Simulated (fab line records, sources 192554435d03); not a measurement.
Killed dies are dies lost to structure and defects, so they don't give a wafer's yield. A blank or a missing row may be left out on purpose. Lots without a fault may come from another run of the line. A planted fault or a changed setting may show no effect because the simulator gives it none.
Split-lot experiment | flow n5_finfet | 7 lots, 21 wafers read, on a route of 1938 steps

THE SPLIT
At N5_BEOL_M8_ETCH_61 (etches SiARC in CF4, target depth 45.5 nm, time 75.8 s), the setting bias_w was moved away from the recipe's 36 W on 5 of the 21 wafers read, by -14.6% to -7.8%. The other wafers ran this setting at the recipe's value.

The reading is taken at the split's own step.

THE READING
rf_vpp_V, in V, at N5_BEOL_M8_ETCH_61 (etches SiARC in CF4, target depth 45.5 nm, time 75.8 s). Fault-free wafers of this fab line usually give 184.1 V, standard deviation 1.1 V.

wafer  | tool, chamber at the split | bias_w as run, W | against the recipe | rf_vpp_V, V | against lot-mates on the recipe
L076.1 | rie_diel-04, 3             | 36               | recipe             | 184.6       | -
L076.4 | rie_diel-04, 1             | 36               | recipe             | 184.5       | -
L076.5 | rie_diel-04, 2             | 36               | recipe             | 184.4       | -
L080.1 | rie_diel-04, 3             | 36               | recipe             | 184.3       | -
L080.2 | rie_diel-04, 0             | 36               | recipe             | 183.1       | -
L080.4 | rie_diel-04, 1             | 36               | recipe             | 185.4       | -
L081.3 | rie_diel-05, 1             | 36               | recipe             | 183.7       | -
L081.4 | rie_diel-05, 0             | 36               | recipe             | 185.2       | -
L081.5 | rie_diel-05, 2             | 36               | recipe             | 184.7       | -
L090.4 | rie_diel-06, 0             | 36               | recipe             | 184.8       | -
L090.5 | rie_diel-06, 0             | 36               | recipe             | 185.1       | -
L090.6 | rie_diel-06, 3             | 36               | recipe             | 184.2       | -
L091.2 | rie_diel-06, 3             | 36               | recipe             | 183.5       | -
L091.3 | rie_diel-06, 2             | 33.2             | -7.8%              | 175.0       | -8.8
L091.6 | rie_diel-06, 1             | 36               | recipe             | 184.2       | -
L092.2 | rie_diel-05, 0             | 30.73            | -14.6%             | 166.4       | -16.8
L092.4 | rie_diel-05, 2             | 36               | recipe             | 183.2       | -
L092.5 | rie_diel-05, 1             | 30.73            | -14.6%             | 164.3       | -18.9
L097.2 | rie_diel-05, 2             | 32.86            | -8.7%              | 172.5       | -11.2
L097.3 | rie_diel-05, 0             | 36               | recipe             | 183.7       | -
L097.4 | rie_diel-05, 1             | 32.86            | -8.7%              | 171.5       | -12.2

THE FIT
A straight line over all 21 wafers: rf_vpp_V changes by +1.31 V for each +1% of bias_w; r = +0.99; the points scatter about the line by 0.81 V.
The same after taking each lot's own level away (the mean of its wafers on the recipe; 21 wafers): +1.24 V for each +1%; r = +0.99; scatter 0.71 V.
On that fit, the largest move of bias_w shifts the reading by 18 V.
The lots' own levels span 183.20 to 184.70 V, that is 1.4 times the standard deviation above.
So the lot-to-lot level changes the slope little: the two slopes agree.
Check: with one of the wafers moved furthest among these (-14.6%) left out of the fit, the line predicts -18.8 V for it against its lot-mates. It came out at -16.8 V against them.
Tool readings at the split's step, against how far the setting was moved: rf_vpp_V r = +0.99.

OTHER SPLITS ON THESE WAFERS
These wafers also went through other splits before the reading. Each is held against what the fit with the lots' levels taken away leaves over:
other split on the same wafers     | wafers away from the commonest value | r with rf_vpp_V (lot level and that fit taken away)
N5_BEOL_M6_TRENCH_ETCH_37 source_w | 10                                   | -0.27
N5_BEOL_M8_EXPOSE_08 dose_mj       | 9                                    | +0.25

THE FILE'S OWN FIT
rf_vpp_V changes by +1.23 V for each +1% of bias_w, r = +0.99.
